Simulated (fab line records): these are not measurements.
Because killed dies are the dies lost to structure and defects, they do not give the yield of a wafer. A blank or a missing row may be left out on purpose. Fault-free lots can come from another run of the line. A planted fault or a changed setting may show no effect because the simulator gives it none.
Chamber matching -- flow n5 finfet -- N5_BEOL_M7_VIA_ETCH_34 on rie diel-04 has 4 sister chambers
The step etches SiCOH lowk in C4F6/O2, target depth 125.5 nm, time 50.5 s. 8 wafers are shown with their chamber, then 7 later ones without.

## WAFERS, EACH WITH ITS CHAMBER
wafer,chamber,showerhead plenum p Torr (Torr),throttle valve pct (%)
L078.1,3,2.96,20.97
L080.3,2,2.83,20.88
L088.2,2,2.83,20.91
L088.5,0,2.71,21.32
L089.1,0,2.71,21.35
L089.2,3,2.95,20.98
L094.2,1,2.93,20.98
L094.5,1,2.93,20.98

## WAFERS WITHOUT THEIR CHAMBER
wafer,showerhead plenum p Torr (Torr),throttle valve pct (%)
L094.6,2.83,20.91
L093.3,2.94,21.01
L093.5,2.93,20.99
L093.6,2.82,20.91
L097.1,2.93,20.99
L097.2,2.94,21.02
L097.6,3.04,20.98

## EACH ONE'S CHAMBER
wafer,from the rows above,in truth
L094.6,2,2
L093.3,can't be placed: 1 or 3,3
L093.5,1,1
L093.6,2,2
L097.1,1,1
L097.2,can't be placed: 1 or 3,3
L097.6,3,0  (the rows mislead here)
Correct placement for 4 of the 7. Can't be placed from these rows: 2 (the true chamber is among the candidates in 2). Placed wrongly: 1.
How it was worked out, from the rows above alone: a wafer's distance from a chamber is the root of the sum, over the readings, of the square of ((its reading less the chamber's mean) divided by the reading's scatter). The wafer belongs to the nearest chamber; if the next one is less than 2 further off, it can't be placed. The mean given for a chamber averages the wafers shown for that chamber. The scatter: the root of (the sum of the squares of (reading less its chamber's mean) over the shown wafers, divided by (wafers less chambers)).
